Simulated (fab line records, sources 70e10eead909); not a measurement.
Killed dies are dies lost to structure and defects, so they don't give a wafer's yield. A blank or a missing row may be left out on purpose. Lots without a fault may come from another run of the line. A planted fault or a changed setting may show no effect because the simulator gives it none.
Chamber matching | flow nand_harc | NHARC_A_STAIRCASE_TRIM_196 on rie_diel-08: 4 sister chambers
The step chemistry O2, time 211.2 s. 4 wafers are shown with their chamber, then 7 later ones without.

WAFERS WITH THEIR CHAMBER
wafer  | chamber | showerhead_plenum_p_Torr (Torr)
L080.6 | 2       | 3.55
L085.4 | 1       | 3.76
L089.1 | 0       | 3.55
L089.3 | 3       | 3.76

WAFERS WITHOUT THEIR CHAMBER
wafer  | showerhead_plenum_p_Torr (Torr)
L089.6 | 3.55
L094.1 | 3.52
L094.2 | 3.75
L094.5 | 3.52
L096.3 | 3.73
L096.5 | 3.51
L096.6 | 3.74

WHICH CHAMBER EACH WENT THROUGH
wafer  | from the rows above     | in truth
L089.6 | can't be placed: 0 or 2 | 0
L094.1 | can't be placed: 0 or 2 | 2
L094.2 | can't be placed: 1 or 3 | 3
L094.5 | can't be placed: 0 or 2 | 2
L096.3 | can't be placed: 1 or 3 | 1
L096.5 | can't be placed: 0 or 2 | 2
L096.6 | can't be placed: 1 or 3 | 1
Placed correctly: 0 of 7. Can't be placed from these rows: 7 (the true chamber is among the candidates in 7). Placed wrongly: 0.
How it was worked out, from the rows above alone: a wafer's distance from a chamber is the root of the sum, over the readings, of the square of ((its reading less the chamber's mean) divided by the reading's scatter). The wafer belongs to the nearest chamber; if the next one is less than 2 further off, it can't be placed. A chamber's mean is the mean of its shown wafers. The scatter: with one shown wafer a chamber, the root of the mean of the squares of how far each hidden wafer lies from its nearest shown one.
